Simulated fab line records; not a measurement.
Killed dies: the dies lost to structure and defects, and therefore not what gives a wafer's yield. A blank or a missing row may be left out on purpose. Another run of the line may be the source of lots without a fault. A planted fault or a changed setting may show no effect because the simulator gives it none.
fab line records	flow n5_finfet
[record] lots = 24	wafers = 72	last_day = 18
route steps=1938 shown BEOL_M5@1168 BEOL_M6@1198
lots that met no fault: taken from a fault-free run of the same line
start_h: the number of hours between the record's first day and the start of the first shown wafer of the lot	wait_h: hours elapsed since this lot's preceding step	" as in the row above	L1.1+2: a single row standing in for several wafers	- either no value or no given start	* or withheld: withheld	< > ~ a bound
route shown NAME@n: NAME is a module with steps in the file, n the number in the route of the first one	usual: the fault-free wafers' mean and standard deviation	same: alike in all rows	chamber/n: place in a boat	sites: per-site readings	_std_site: their standard deviation	_edge_site: outer sites' mean less inner sites'	radius_mm: for every site, how far away it sits from the centre of the wafer	mask NAME#n: copy n	behind: the last tool/chamber to shape the wafer	hold: cause of the lot's hold/its duration in hours/its outcome	device: transistor that didn't switch, given as n, p or np	end of line: tests of these same wafers at the route's end	a step given without rows: its recipe and nothing more	killed: at the first sort, the dies lost to defects and structure; wafer yield is something else	map: shows each die of a wafer: x if killed, . if not, _ if none is there
set.NAME: the run value of the setting; set.NAME@STEP: its run value at that earlier step	model.NAME: the simulator's own value behind a step, which no gauge read
one table for each step of the route and one row for each wafer, over a sample of lots
services: when a tool's chamber went out of use (start_h, in hours from the record's first day, below 0 if earlier), for how many hours, and the reason
[[steps]]
[step N5_BEOL_M5_CD_MEAS_35]
[recipe] target_cd_nm = 28	target_cd_y_nm = 24	polarity = opening
[usual] cd_nm = 28.1/0.47
lot.wafer	tool	chamber	start_h	wait_h	cd_nm
L074.1	cd_sem-02	-	169.13	0.0	28.1
L074.3	"	-	"	"	28.4
L074.4	"	-	"	"	28.3
L075.1	cd_sem-03	-	177.72	0.0	27.8
L075.4	"	-	"	"	27.3
L075.6	"	-	"	"	28.4
L077.3	cd_sem-01	-	194.48	0.0	28.4
L077.5	"	-	"	"	27.7
L077.6	"	-	"	"	27.5
L076.4	cd_sem-02	-	205.63	0.0	27.9
L076.5	"	-	"	"	28.1
L076.6	"	-	"	"	28.2
L078.1	cd_sem-03	-	213.02	0.0	28.3
L078.2	"	-	"	"	28.0
L078.3	"	-	"	"	28.0
L079.2	cd_sem-03	-	223.94	0.0	28.4
L079.4	"	-	"	"	28.2
L079.5	"	-	"	"	27.9
L080.1	cd_sem-02	-	232.46	0.0	28.1
L080.4	"	-	"	"	28.6
L080.5	"	-	"	"	27.8
L082.1	cd_sem-01	-	234.54	0.0	28.3
L082.3	"	-	"	"	28.7
L082.4	"	-	"	"	27.6
L081.1	cd_sem-03	-	238.73	0.0	28.4
L081.2	"	-	"	"	28.0
L081.6	"	-	"	"	28.3
L083.3	cd_sem-01	-	246.25	0.0	28.8
L083.5	"	-	"	"	27.8
L083.6	"	-	"	"	28.1
L084.1	cd_sem-01	-	248.63	0.0	27.7
L084.2	"	-	"	"	28.5
L084.5	"	-	"	"	28.3
L086.3	cd_sem-01	-	254.69	0.0	27.2
L086.4	"	-	"	"	27.7
L086.6	"	-	"	"	27.3
L085.2	cd_sem-02	-	256.15	0.0	28.0
L085.4	"	-	"	"	28.1
L085.6	"	-	"	"	27.4
L088.2	cd_sem-02	-	261.73	0.0	28.4
L088.4	"	-	"	"	27.9
L088.6	"	-	"	"	28.4
L087.2	cd_sem-02	-	268.97	0.0	28.4
L087.4	"	-	"	"	28.3
L087.6	"	-	"	"	28.4
L090.2	cd_sem-02	-	274.38	0.0	27.9
L090.3	"	-	"	"	28.2
L090.5	"	-	"	"	27.7
L089.1	cd_sem-01	-	280.71	0.0	28.5
L089.3	"	-	"	"	29.0
L089.6	"	-	"	"	27.9
L091.3	cd_sem-03	-	288.78	0.0	28.1
L091.4	"	-	"	"	27.5
L091.6	"	-	"	"	28.3
L092.2	cd_sem-02	-	292.12	0.0	27.5
L092.3	"	-	"	"	28.7
L092.5	"	-	"	"	27.8
L093.2	cd_sem-01	-	301.02	0.0	28.4
L093.5	"	-	"	"	28.1
L093.6	"	-	"	"	28.6
L094.2	cd_sem-01	-	306.51	0.0	27.3
L094.4	"	-	"	"	27.8
L094.5	"	-	"	"	27.6
L095.1	cd_sem-02	-	321.30	0.0	28.4
L095.2	"	-	"	"	28.1
L095.3	"	-	"	"	29.1
L097.1	cd_sem-01	-	323.52	0.0	27.7
L097.3	"	-	"	"	27.9
L097.4	"	-	"	"	28.1
L096.3	cd_sem-01	-	323.88	0.0	29.4
L096.5	"	-	"	"	28.4
L096.6	"	-	"	"	27.5
[step N5_BEOL_M5_SURFACE_TREAT_87]
[recipe] gas = Ar	time_s = *	ion_energy_ev = *	ion_current_ma_cm2 = 0.5	pressure_mtorr = *	ar_flow_sccm = 30
[usual] ar_flow_sccm = 29.99/0.086	pressure_mtorr = *	throttle_valve_pct = *
lot.wafer	tool	chamber	start_h	wait_h	ar_flow_sccm	pressure_mtorr	throttle_valve_pct
L074.1	pvd_sputter-03	-	172.53	2.1	30.06	*	*
L074.3	"	-	"	"	30.01	*	*
L074.4	"	-	"	"	29.96	*	*
L075.1	pvd_sputter-03	-	178.63	0.3	29.99	*	*
L075.4	"	-	"	"	30.10	*	*
L075.6	"	-	"	"	30.09	*	*
L077.3	pvd_sputter-02	-	195.88	0.5	30.00	*	*
L077.5	"	-	"	"	29.86	*	*
L077.6	"	-	"	"	30.02	*	*
L076.4	pvd_sputter-03	-	207.21	0.2	29.95	*	*
L076.5	"	-	"	"	29.83	*	*
L076.6	"	-	"	"	30.02	*	*
L078.1	pvd_sputter-01	-	214.45	0.6	30.14	*	*
L078.2	"	-	"	"	29.93	*	*
L078.3	"	-	"	"	29.86	*	*
L079.2	pvd_sputter-02	-	224.90	0.3	30.02	*	*
L079.4	"	-	"	"	29.98	*	*
L079.5	"	-	"	"	30.07	*	*
L080.1	pvd_sputter-02	-	234.59	0.1	30.08	*	*
L080.4	"	-	"	"	29.96	*	*
L080.5	"	-	"	"	29.89	*	*
L082.1	pvd_sputter-01	-	236.86	1.7	30.11	*	*
L082.3	"	-	"	"	29.90	*	*
L082.4	"	-	"	"	29.98	*	*
L081.1	pvd_sputter-02	-	239.99	0.2	29.91	*	*
L081.2	"	-	"	"	30.05	*	*
L081.6	"	-	"	"	29.86	*	*
L083.3	pvd_sputter-02	-	248.80	0.1	29.89	*	*
L083.5	"	-	"	"	29.89	*	*
L083.6	"	-	"	"	29.89	*	*
L084.1	pvd_sputter-03	-	250.03	0.2	30.09	*	*
L084.2	"	-	"	"	30.00	*	*
L084.5	"	-	"	"	30.08	*	*
L086.3	pvd_sputter-02	-	256.52	0.1	29.92	*	*
L086.4	"	-	"	"	30.00	*	*
L086.6	"	-	"	"	30.06	*	*
L085.2	pvd_sputter-03	-	256.90	0.1	30.07	*	*
L085.4	"	-	"	"	30.08	*	*
L085.6	"	-	"	"	29.99	*	*
L088.2	pvd_sputter-03	-	262.79	0.3	29.85	*	*
L088.4	"	-	"	"	29.99	*	*
L088.6	"	-	"	"	30.02	*	*
L087.2	pvd_sputter-01	-	269.98	0.1	30.19	*	*
L087.4	"	-	"	"	30.03	*	*
L087.6	"	-	"	"	30.00	*	*
L090.2	pvd_sputter-02	-	275.26	0.2	30.08	*	*
L090.3	"	-	"	"	29.82	*	*
L090.5	"	-	"	"	29.92	*	*
L089.1	pvd_sputter-02	-	281.55	0.1	29.93	*	*
L089.3	"	-	"	"	29.93	*	*
L089.6	"	-	"	"	30.07	*	*
L091.3	pvd_sputter-03	-	289.82	0.1	29.99	*	*
L091.4	"	-	"	"	30.12	*	*
L091.6	"	-	"	"	30.03	*	*
L092.2	pvd_sputter-03	-	293.35	0.1	29.99	*	*
L092.3	"	-	"	"	30.05	*	*
L092.5	"	-	"	"	29.93	*	*
L093.2	pvd_sputter-03	-	302.10	0.1	30.03	*	*
L093.5	"	-	"	"	29.93	*	*
L093.6	"	-	"	"	30.08	*	*
L094.2	pvd_sputter-03	-	307.35	0.1	29.88	*	*
L094.4	"	-	"	"	29.94	*	*
L094.5	"	-	"	"	30.07	*	*
L095.1	pvd_sputter-02	-	322.99	0.9	29.86	*	*
L095.2	"	-	"	"	29.92	*	*
L095.3	"	-	"	"	30.10	*	*
L097.1	pvd_sputter-03	-	324.83	0.1	30.05	*	*
L097.3	"	-	"	"	30.00	*	*
L097.4	"	-	"	"	29.94	*	*
L096.3	pvd_sputter-03	-	325.25	0.3	29.94	*	*
L096.5	"	-	"	"	29.96	*	*
L096.6	"	-	"	"	30.13	*	*
[step N5_BEOL_M5_RS_MEAS_57]
[recipe] thk_meas_gauge = four-point-probe	reads = Co_of_BEOL_M5_CO_CAP_78+Cu_of_BEOL_M5_ECD_50+Co_of_BEOL_M5_CVD_47+TaN_of_BEOL_M5_ALD_86
[usual] M5_RS = 0.391/0.017
lot.wafer	tool	chamber	start_h	wait_h	M5_RS[ohm/sq]
L074.1	film_metro-01	-	179.21	0.0	0.396
L074.3	"	-	"	"	0.419
L074.4	"	-	"	"	0.385
L075.1	film_metro-02	-	186.57	0.1	0.373
L075.4	"	-	"	"	0.376
L075.6	"	-	"	"	0.375
L077.3	film_metro-02	-	201.51	0.1	0.396
L077.5	"	-	"	"	0.397
L077.6	"	-	"	"	0.386
L076.4	film_metro-01	-	212.87	0.0	0.415
L076.5	"	-	"	"	0.398
L076.6	"	-	"	"	0.401
L078.1	film_metro-01	-	220.35	0.0	0.376
L078.2	"	-	"	"	0.384
L078.3	"	-	"	"	0.399
L079.2	film_metro-02	-	231.17	0.1	0.397
L079.4	"	-	"	"	0.404
L079.5	"	-	"	"	0.407
L080.1	film_metro-02	-	240.21	0.0	0.373
L080.4	"	-	"	"	0.364
L080.5	"	-	"	"	0.361
L082.1	film_metro-01	-	242.59	0.0	0.386
L082.3	"	-	"	"	0.379
L082.4	"	-	"	"	0.366
L081.1	film_metro-02	-	245.99	0.0	0.375
L081.2	"	-	"	"	0.381
L081.6	"	-	"	"	0.380
L083.3	film_metro-01	-	254.46	0.1	0.425
L083.5	"	-	"	"	0.408
L083.6	"	-	"	"	0.392
L084.1	film_metro-01	-	256.31	0.0	0.379
L084.2	"	-	"	"	0.360
L084.5	"	-	"	"	0.377
L086.3	film_metro-01	-	262.15	0.1	0.432
L086.4	"	-	"	"	0.406
L086.6	"	-	"	"	0.406
L085.2	film_metro-01	-	263.28	0.1	0.402
L085.4	"	-	"	"	0.376
L085.6	"	-	"	"	0.384
L088.2	film_metro-02	-	270.06	0.1	0.420
L088.4	"	-	"	"	0.379
L088.6	"	-	"	"	0.383
L087.2	film_metro-02	-	275.60	0.1	0.400
L087.4	"	-	"	"	0.397
L087.6	"	-	"	"	0.373
L090.2	film_metro-02	-	280.98	0.1	0.421
L090.3	"	-	"	"	0.389
L090.5	"	-	"	"	0.382
L089.1	film_metro-02	-	287.19	0.0	0.406
L089.3	"	-	"	"	0.429
L089.6	"	-	"	"	0.398
L091.3	film_metro-01	-	297.09	0.1	0.379
L091.4	"	-	"	"	0.416
L091.6	"	-	"	"	0.421
L092.2	film_metro-02	-	300.36	0.1	0.353
L092.3	"	-	"	"	0.377
L092.5	"	-	"	"	0.390
L093.2	film_metro-01	-	307.82	0.1	0.393
L093.5	"	-	"	"	0.402
L093.6	"	-	"	"	0.374
L094.2	film_metro-01	-	313.04	0.1	0.405
L094.4	"	-	"	"	0.374
L094.5	"	-	"	"	0.382
L095.1	film_metro-02	-	328.66	0.0	0.393
L095.2	"	-	"	"	0.404
L095.3	"	-	"	"	0.401
L097.1	film_metro-02	-	330.70	0.0	0.370
L097.3	"	-	"	"	0.383
L097.4	"	-	"	"	0.361
L096.3	film_metro-01	-	333.13	0.1	0.387
L096.5	"	-	"	"	0.400
L096.6	"	-	"	"	0.388
[step N5_BEOL_M6_HM_DEP_02]
[recipe] material = TiN	target_thk_a = 200	temp_c = 25	chamber_pressure_pa = 0.49996
[usual] throttle_valve_pct = 29.8/1.2
lot.wafer	tool	chamber	start_h	wait_h	throttle_valve_pct
L074.1	pvd_sputter-02	-	179.95	0.0	31.4
L074.3	"	-	"	"	30.2
L074.4	"	-	"	"	29.8
L075.1	pvd_sputter-03	-	189.26	1.9	27.4
L075.4	"	-	"	"	31.4
L075.6	"	-	"	"	30.0
L077.3	pvd_sputter-03	-	202.75	0.6	27.5
L077.5	"	-	"	"	31.0
L077.6	"	-	"	"	30.2
L076.4	pvd_sputter-01	-	214.49	0.9	28.9
L076.5	"	-	"	"	30.3
L076.6	"	-	"	"	28.8
L078.1	pvd_sputter-02	-	221.59	0.5	31.7
L078.2	"	-	"	"	28.7
L078.3	"	-	"	"	30.1
L079.2	pvd_sputter-02	-	232.14	0.2	30.3
L079.4	"	-	"	"	29.7
L079.5	"	-	"	"	30.1
L080.1	pvd_sputter-02	-	245.10	4.2	29.2
L080.4	"	-	"	"	29.7
L080.5	"	-	"	"	29.1
L082.1	pvd_sputter-02	-	245.30	2.0	30.0
L082.3	"	-	"	"	31.7
L082.4	"	-	"	"	29.8
L081.1	pvd_sputter-01	-	248.53	1.9	30.1
L081.2	"	-	"	"	30.6
L081.6	"	-	"	"	29.3
L083.3	pvd_sputter-02	-	256.42	1.2	30.1
L083.5	"	-	"	"	31.5
L083.6	"	-	"	"	29.6
L084.1	pvd_sputter-01	-	258.18	1.1	30.6
L084.2	"	-	"	"	29.0
L084.5	"	-	"	"	29.2
L086.3	pvd_sputter-03	-	262.90	0.0	29.7
L086.4	"	-	"	"	31.4
L086.6	"	-	"	"	29.5
L085.2	pvd_sputter-03	-	265.24	1.3	31.1
L085.4	"	-	"	"	29.4
L085.6	"	-	"	"	30.2
L088.2	pvd_sputter-01	-	274.14	3.4	28.9
L088.4	"	-	"	"	30.5
L088.6	"	-	"	"	30.0
L087.2	pvd_sputter-03	-	278.09	1.3	31.0
L087.4	"	-	"	"	29.4
L087.6	"	-	"	"	30.4
L090.2	pvd_sputter-03	-	281.74	0.0	27.4
L090.3	"	-	"	"	30.0
L090.5	"	-	"	"	29.4
L089.1	pvd_sputter-02	-	288.76	0.9	29.7
L089.3	"	-	"	"	28.9
L089.6	"	-	"	"	31.5
L091.3	pvd_sputter-02	-	298.05	0.3	28.9
L091.4	"	-	"	"	30.1
L091.6	"	-	"	"	29.5
L092.2	pvd_sputter-02	-	302.01	1.0	30.1
L092.3	"	-	"	"	28.7
L092.5	"	-	"	"	29.9
L093.2	pvd_sputter-03	-	309.65	1.1	31.6
L093.5	"	-	"	"	27.3
L093.6	"	-	"	"	29.5
L094.2	pvd_sputter-02	-	315.43	1.7	31.2
L094.4	"	-	"	"	29.0
L094.5	"	-	"	"	30.2
L095.1	pvd_sputter-02	-	329.75	0.4	29.7
L095.2	"	-	"	"	30.2
L095.3	"	-	"	"	29.2
L097.1	pvd_sputter-03	-	332.71	1.3	27.4
L097.3	"	-	"	"	30.2
L097.4	"	-	"	"	29.6
L096.3	pvd_sputter-03	-	337.92	4.1	29.5
L096.5	"	-	"	"	27.5
L096.6	"	-	"	"	29.3
[step N5_BEOL_M6_PRE_CLEAN_45]
[recipe] gas = H2/He	time_s = 30	temp_c = 250
[usual] heater_power_w = 331/26
lot.wafer	tool	chamber	start_h	wait_h	heater_power_w
L074.1	pvd_sputter-02	-	183.64	0.0	322
L074.3	"	-	"	"	323
L074.4	"	-	"	"	334
L075.1	pvd_sputter-03	-	193.91	0.0	323
L075.4	"	-	"	"	376
L075.6	"	-	"	"	316
L077.3	pvd_sputter-03	-	206.91	0.0	314
L077.5	"	-	"	"	315
L077.6	"	-	"	"	330
L076.4	pvd_sputter-01	-	219.42	0.0	329
L076.5	"	-	"	"	363
L076.6	"	-	"	"	322
L078.1	pvd_sputter-01	-	226.43	0.0	321
L078.2	"	-	"	"	310
L078.3	"	-	"	"	311
L079.2	pvd_sputter-01	-	237.02	0.0	309
L079.4	"	-	"	"	379
L079.5	"	-	"	"	306
L082.1	pvd_sputter-03	-	250.11	0.0	318
L082.3	"	-	"	"	385
L082.4	"	-	"	"	318
L080.1	pvd_sputter-03	-	250.19	0.0	312
L080.4	"	-	"	"	381
L080.5	"	-	"	"	315
L081.1	pvd_sputter-01	-	253.37	0.0	320
L081.2	"	-	"	"	307
L081.6	"	-	"	"	323
L083.3	pvd_sputter-01	-	259.40	0.0	316
L083.5	"	-	"	"	378
L083.6	"	-	"	"	326
L084.1	pvd_sputter-03	-	261.99	0.0	368
L084.2	"	-	"	"	331
L084.5	"	-	"	"	377
L086.3	pvd_sputter-02	-	266.40	0.0	332
L086.4	"	-	"	"	349
L086.6	"	-	"	"	321
L085.2	pvd_sputter-02	-	269.66	0.0	344
L085.4	"	-	"	"	340
L085.6	"	-	"	"	330
L088.2	pvd_sputter-01	-	278.02	0.0	312
L088.4	"	-	"	"	311
L088.6	"	-	"	"	382
L087.2	pvd_sputter-02	-	281.18	0.0	352
L087.4	"	-	"	"	317
L087.6	"	-	"	"	318
L090.2	pvd_sputter-01	-	286.52	0.0	313
L090.3	"	-	"	"	300
L090.5	"	-	"	"	303
L089.1	pvd_sputter-03	-	293.23	0.0	370
L089.3	"	-	"	"	331
L089.6	"	-	"	"	380
L091.3	pvd_sputter-01	-	303.03	0.0	306
L091.4	"	-	"	"	325
L091.6	"	-	"	"	378
L092.2	pvd_sputter-01	-	306.89	0.0	309
L092.3	"	-	"	"	303
L092.5	"	-	"	"	321
L093.2	pvd_sputter-01	-	312.38	0.0	320
L093.5	"	-	"	"	310
L093.6	"	-	"	"	312
L094.2	pvd_sputter-03	-	319.97	0.0	369
L094.4	"	-	"	"	325
L094.5	"	-	"	"	322
L095.1	pvd_sputter-03	-	337.88	0.0	371
L095.2	"	-	"	"	308
L095.3	"	-	"	"	323
L097.1	pvd_sputter-03	-	339.34	0.0	322
L097.3	"	-	"	"	329
L097.4	"	-	"	"	383
L096.3	pvd_sputter-03	-	341.48	0.0	376
L096.5	"	-	"	"	321
L096.6	"	-	"	"	381
[step N5_BEOL_M6_SURFACE_TREAT_79]
[recipe] gas = Ar	time_s = *	ion_energy_ev = *	ion_current_ma_cm2 = 0.5	pressure_mtorr = *	ar_flow_sccm = 30
[usual] ar_flow_sccm = 30.01/0.096	pressure_mtorr = *	throttle_valve_pct = *
lot.wafer	tool	chamber	start_h	wait_h	ar_flow_sccm	pressure_mtorr	throttle_valve_pct
L074.1	pvd_sputter-02	-	184.24	0.2	29.90	*	*
L074.3	"	-	"	"	30.13	*	*
L074.4	"	-	"	"	30.05	*	*
L075.1	pvd_sputter-01	-	194.25	0.2	30.07	*	*
L075.4	"	-	"	"	29.92	*	*
L075.6	"	-	"	"	30.03	*	*
L077.3	pvd_sputter-02	-	207.39	0.3	30.03	*	*
L077.5	"	-	"	"	29.84	*	*
L077.6	"	-	"	"	29.90	*	*
L076.4	pvd_sputter-01	-	219.78	0.2	29.98	*	*
L076.5	"	-	"	"	30.11	*	*
L076.6	"	-	"	"	29.99	*	*
L078.1	pvd_sputter-02	-	226.78	0.2	29.91	*	*
L078.2	"	-	"	"	30.12	*	*
L078.3	"	-	"	"	29.95	*	*
L079.2	pvd_sputter-03	-	237.67	0.4	30.05	*	*
L079.4	"	-	"	"	29.89	*	*
L079.5	"	-	"	"	30.03	*	*
L082.1	pvd_sputter-01	-	251.31	1.0	30.14	*	*
L082.3	"	-	"	"	30.10	*	*
L082.4	"	-	"	"	30.09	*	*
L080.1	pvd_sputter-01	-	251.35	0.7	30.12	*	*
L080.4	"	-	"	"	29.97	*	*
L080.5	"	-	"	"	30.05	*	*
L081.1	pvd_sputter-01	-	253.75	0.2	30.01	*	*
L081.2	"	-	"	"	30.11	*	*
L081.6	"	-	"	"	30.10	*	*
L083.3	pvd_sputter-02	-	261.17	1.5	29.98	*	*
L083.5	"	-	"	"	30.03	*	*
L083.6	"	-	"	"	30.05	*	*
L084.1	pvd_sputter-01	-	262.36	0.2	30.07	*	*
L084.2	"	-	"	"	29.99	*	*
L084.5	"	-	"	"	29.85	*	*
L086.3	pvd_sputter-02	-	266.78	0.2	30.10	*	*
L086.4	"	-	"	"	29.91	*	*
L086.6	"	-	"	"	30.00	*	*
L085.2	pvd_sputter-02	-	270.02	0.2	30.02	*	*
L085.4	"	-	"	"	29.99	*	*
L085.6	"	-	"	"	29.98	*	*
L088.2	pvd_sputter-03	-	278.39	0.2	30.03	*	*
L088.4	"	-	"	"	29.96	*	*
L088.6	"	-	"	"	30.07	*	*
L087.2	pvd_sputter-01	-	281.52	0.2	30.01	*	*
L087.4	"	-	"	"	29.84	*	*
L087.6	"	-	"	"	29.91	*	*
L090.2	pvd_sputter-03	-	286.92	0.2	30.08	*	*
L090.3	"	-	"	"	30.18	*	*
L090.5	"	-	"	"	29.89	*	*
L089.1	pvd_sputter-03	-	293.65	0.2	29.96	*	*
L089.3	"	-	"	"	29.96	*	*
L089.6	"	-	"	"	30.04	*	*
L091.3	pvd_sputter-02	-	303.39	0.2	29.78	*	*
L091.4	"	-	"	"	30.14	*	*
L091.6	"	-	"	"	29.95	*	*
L092.2	pvd_sputter-03	-	307.27	0.2	30.00	*	*
L092.3	"	-	"	"	30.01	*	*
L092.5	"	-	"	"	30.02	*	*
L093.2	pvd_sputter-03	-	312.75	0.2	30.11	*	*
L093.5	"	-	"	"	29.98	*	*
L093.6	"	-	"	"	29.95	*	*
L094.2	pvd_sputter-03	-	320.41	0.2	30.06	*	*
L094.4	"	-	"	"	30.04	*	*
L094.5	"	-	"	"	30.04	*	*
L095.1	pvd_sputter-03	-	338.26	0.2	30.11	*	*
L095.2	"	-	"	"	29.74	*	*
L095.3	"	-	"	"	29.96	*	*
L097.1	pvd_sputter-01	-	339.74	0.2	30.05	*	*
L097.3	"	-	"	"	30.04	*	*
L097.4	"	-	"	"	30.01	*	*
L096.3	pvd_sputter-01	-	341.86	0.2	30.05	*	*
L096.5	"	-	"	"	29.88	*	*
L096.6	"	-	"	"	30.05	*	*
[[services]]
tool	chamber	start_h	hours	kind
pvd_sputter-01	-	172.98	11.1	repair
[[key]]
fault none
